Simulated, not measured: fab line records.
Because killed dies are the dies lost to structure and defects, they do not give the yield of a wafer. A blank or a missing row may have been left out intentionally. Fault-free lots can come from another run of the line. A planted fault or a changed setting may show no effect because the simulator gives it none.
Chamber matching	flow n5 finfet	3 sister chambers for N5_FIN_SAQP_HM_DEP_72 on pecvd-03
The step deposits SiO2 from SiH4/N2O, target thk 12 nm, time 7.2 s. 3 wafers are shown with their chamber, then 9 later ones without.

WAFERS, EACH WITH ITS CHAMBER
wafer	chamber	showerhead plenum p Torr (Torr)
L082.4	0	8.17
L087.2	1	8.14
L087.3	2	8.25

WAFERS WHOSE CHAMBER IS MISSING
wafer	showerhead plenum p Torr (Torr)
L090.3	8.25
L090.5	8.13
L090.6	8.26
L092.2	8.14
L092.4	8.25
L092.6	8.17
L096.1	8.18
L096.2	8.13
L096.5	8.23

THE CHAMBER EACH PASSED THROUGH
wafer	from the rows above	in truth
L090.3	2	2
L090.5	1	1
L090.6	2	2
L092.2	1	1
L092.4	2	2
L092.6	0	0
L096.1	0	0
L096.2	1	1
L096.5	2	2
Correctly placed: 9 of 9. Left unplaced by these rows: 0. Wrongly placed: 0.
How it was worked out, from the rows above alone: a wafer's distance from a chamber is the root of the sum, over the readings, of the square of ((its reading less the chamber's mean) divided by the reading's scatter). The wafer belongs to the nearest chamber; if the next one is less than 2 further off, it can't be placed. The mean given for a chamber averages the wafers shown for that chamber. The scatter: root of mean squared gap, hidden wafer to nearest shown wafer, with one shown wafer a chamber.
